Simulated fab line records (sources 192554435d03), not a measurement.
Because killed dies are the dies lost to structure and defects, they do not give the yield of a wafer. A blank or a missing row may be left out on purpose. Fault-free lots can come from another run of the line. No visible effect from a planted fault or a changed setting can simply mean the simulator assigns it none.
Comparing a struck lot with a sound one ; flow n5-finfet ; 37 steps out of a route of 1938
Sound: wafers L732.3, L732.4, L732.5. Struck: wafer L726.6 (left out: L726.5, a lot-mate that was not struck); the cause follows at the end.
Each step with rows lists, per side, the tool, then ch with its chambers, then its first start. Under that, the readings that differ: sound wafers ; struck wafers ; difference of the means ; sigmas: that difference in standard deviations of wafers without a fault.
alike: a reading whose means differ by less than 2 such deviations, as well as words and numbers matching on both sides. not compared: withheld readings; readings where some wafer has no value; bounds like >300 that might hide an equal value; numbers whose values overlap and for which the record gives no deviation.
The two part at a step that has a row with sigmas, a row that says differs or no value, or rows on one side only. Non-overlapping numbers with no deviation appear without sigmas and do not part them. A reading missing from all wafers of one side parts the sides only when that side holds two or more wafers.

first, 9 steps without rows for these wafers: N5_PMOS_HMC_CHANNEL_EPI_EXPOSE_06 (exposes mask PMOS HMC BLK, target cd 240 nm); N5_PMOS_HMC_CHANNEL_EPI_PEB_07 (peb time 60 s); N5_PMOS_HMC_CHANNEL_EPI_DEVELOP_08 (develop time 30 s); N5_PMOS_HMC_CHANNEL_EPI_DESCUM_14 (chemistry O2, time 7.9 s); N5_PMOS_HMC_CHANNEL_EPI_ETCH_32 (etches BARC in N2/H2, stops on SiO2, target depth 85.8 nm, time 50.3 s); N5_PMOS_HMC_CHANNEL_EPI_HM_OPEN_15 (chemistry CHF3/O2, target SiO2, target depth 40.6 nm, time 20.3 s); N5_PMOS_HMC_CHANNEL_EPI_STRIP_33 (strips in N2/H2); N5_PMOS_HMC_CHANNEL_EPI_STRIP_17 (strips in SPM, time 750 s); N5_PMOS_HMC_CHANNEL_EPI_ETCH_38 (etches SiO2 in CF4, target depth 1.5 nm).
N5_PMOS_HMC_CHANNEL_EPI_FIN_RECESS_16: chemistry HBr/Cl2, target Si, target depth 54 nm, time 18 s.
  sound on rie-si-01 ch 0,2,3, day 6 00:25; struck on rie-si-02 ch 0, day 4 12:59
reading;sound;struck;difference;sigmas
model.PMOS_HMC_CHANNEL_EPI.feature-depth-nm (nm);53.4 53.12 53.12;34.32;-18.89;
model.etch.depth-nm (nm);53.4 53.12 53.12;34.32;-18.89;
model.SiO2_of_PMOS_HMC_CHANNEL_EPI_HM_DEP_34.thk-nm (nm);29.94 30.75 31.03;32.79;+2.22;
  alike: drypump-motor-current-A, oes-product-au, throttle-valve-pct
  not compared: rf-hours-counter-h
then, 1 step without rows for these wafers: N5_PMOS_HMC_CHANNEL_EPI_PRECLEAN_36 (cleans in O3/DIW, time 45 s).
N5_PMOS_HMC_CHANNEL_EPI_PRECLEAN_18: cleans in DHF, time 30 s.
  sound on wet-bench-02 ch 0,2,7, day 6 00:31; struck on wet-bench-02 ch 2, day 4 13:04
reading;sound;struck;difference;sigmas
model.SiO2_of_PMOS_HMC_CHANNEL_EPI_HM_DEP_34.thk-nm (nm);24.39 25.21 25.51;27.23;+2.19;
then, 5 steps without rows for these wafers: N5_PMOS_HMC_CHANNEL_EPI_SRD_19 (time 30 s); N5_PMOS_HMC_CHANNEL_EPI_EPI_20 (deposits SiGe30, target thk 59 nm); N5_PMOS_HMC_CHANNEL_EPI_HM_STRIP_35 (strips SiO2 in dHF, material SiO2, target depth 39.6 nm, time 216 s); N5_PMOS_HMC_CHANNEL_EPI_SRD_39 (time 30 s); N5_PMOS_HMC_CHANNEL_EPI_CMP_21 (polishes SiGe30, target thk 54 nm).
N5_PMOS_HMC_CHANNEL_EPI_THK_MEAS_22:
  sound on film-metro-01, day 6 02:38; struck on film-metro-02, day 4 15:14
reading;sound;struck;difference;sigmas
HMC_CMP_THK (nm);53.3 53.0 53.3;34.4;-18.8;-23
then, 17 steps without rows for these wafers: N5_PMOS_HMC_CHANNEL_EPI_PRECLEAN_40 (cleans in DHF, time 30 s); N5_PMOS_HMC_CHANNEL_EPI_PRECLEAN_37 (cleans in O3/DIW, time 45 s); N5_PMOS_HMC_CHANNEL_EPI_PRECLEAN_24 (cleans in DHF, time 30 s); N5_PMOS_HMC_CHANNEL_EPI_SRD_25 (time 30 s); N5_PMOS_HMC_CHANNEL_EPI_EPI_26 (deposits Si from SiH4/H2, target thk 3.8 nm, time 22.7 s); N5_FIN_SAQP_PRECLEAN_42 (cleans in O3/DIW, time 60 s); N5_FIN_SAQP_PRECLEAN_00 (cleans in SC1, time 60 s); N5_FIN_SAQP_PRECLEAN_44 (cleans in SC2, time 45 s); N5_FIN_SAQP_SRD_01 (time 30 s); N5_FIN_SAQP_ALD_61 (deposits SiO2, target thk 4 nm, pulse time 1 s, purge time 2 s); N5_FIN_SAQP_DENSIFY_62 (time 60 s); N5_FIN_SAQP_HM_DEP_03 (deposits SiNx from SiH4/NH3/N2, target thk 38 nm, time 33.6 s); N5_FIN_SAQP_PECVD_47 (deposits a-Si from SiH4/He, target thk 45 nm, time 36.3 s); N5_FIN_SAQP_PECVD_48 (deposits SiNx from SiH4/NH3/N2, target thk 25 nm, time 22.1 s); N5_FIN_SAQP_PECVD_06 (deposits a-Si from SiH4/He, target thk 60 nm, time 48.1 s); N5_FIN_SAQP_HM_DEP_72 (deposits SiO2 from SiH4/N2O, target thk 12 nm, time 7.2 s); N5_FIN_SAQP_COAT_49 (time 60 s, resist thk 100 nm).
-- a jump in the record: the struck wafers' starts before and after are 6 days apart (it breaks off in module FIN_SAQP and resumes in module BEOL_M4, where the first step shown is number 1111 of the route) --
N5_BEOL_M4_RC_MEAS_101:
  sound on prober-02 ch 0, day 12 00:31; struck on prober-01 ch 0, day 10 16:10
reading;sound;struck;difference;sigmas
CJ_P;5.75 6.06 5.79;6.36;+0.49;+3
ION_P (uA/um);441 449 441;378;-66;-8
VT_N (mV);262 253 256;249;-8;-2
  alike: DIBL_N, DIBL_P, IOFF_N, IOFF_P, ION_N, SS_N, SS_P, VT_P
-- a jump in the record: the struck wafers' starts before and after are 4 days apart (it breaks off in module BEOL_M4 and resumes in module PASSIVATION, where the first step shown is number 1936 of the route) --
N5_PASSIVATION_PROBE_49:
  rows exist in the record for the struck wafers here (prober-01, day 14 16:19), but not for the sound ones

== WHERE THEY PART ==
First at N5_PMOS_HMC_CHANNEL_EPI_THK_MEAS_22; last, within this record, at N5_PASSIVATION_PROBE_49.

WHY: what the simulator had put in
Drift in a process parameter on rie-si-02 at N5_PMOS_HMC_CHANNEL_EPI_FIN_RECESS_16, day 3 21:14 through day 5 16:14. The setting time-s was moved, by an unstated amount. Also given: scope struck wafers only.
